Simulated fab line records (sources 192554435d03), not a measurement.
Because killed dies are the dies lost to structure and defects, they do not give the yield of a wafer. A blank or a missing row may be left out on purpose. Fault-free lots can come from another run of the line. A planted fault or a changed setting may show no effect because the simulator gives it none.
Matching of chambers | flow n5_finfet | N5_BEOL_M7_DEP_56 on pecvd-04: 3 sister chambers
The step deposits SiCN from 3MS/NH3, target thk 10 nm, time 17.5 s. 3 wafers are shown with their chamber, then 8 later ones without.

== WAFERS WITH THEIR CHAMBER ==
wafer  | chamber | throttle_valve_pct (%)
L089.3 | 0       | 8.5
L089.5 | 2       | 9.1
L091.1 | 1       | 10.0

== WAFERS MISSING THEIR CHAMBER ==
wafer  | throttle_valve_pct (%)
L091.3 | 8.4
L091.5 | 8.5
L094.2 | 9.0
L094.4 | 9.0
L094.5 | 10.1
L097.2 | 8.9
L097.3 | 8.8
L097.5 | 9.1

== EACH ONE'S CHAMBER ==
wafer  | from the rows above     | in truth
L091.3 | 0                       | 0
L091.5 | 0                       | 0
L094.2 | 2                       | 2
L094.4 | 2                       | 2
L094.5 | 1                       | 1
L097.2 | can't be placed: 2 or 0 | 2
L097.3 | can't be placed: 2 or 0 | 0
L097.5 | 2                       | 2
6 of 8 placed correctly. From these rows, 2 cannot be placed; in 2 the true chamber is one of the candidates. Wrongly placed: 0.
How it was worked out, from the rows above alone: a wafer's distance from a chamber is the root of the sum, over the readings, of the square of ((its reading less the chamber's mean) divided by the reading's scatter). If the next closest chamber is less than 2 further off than the closest, the wafer can't be placed; otherwise it belongs to the closest. A chamber's mean is the mean of its shown wafers. The scatter (one wafer shown for each chamber): square how far every hidden wafer sits from the nearest shown wafer, average those squares and take the square root.
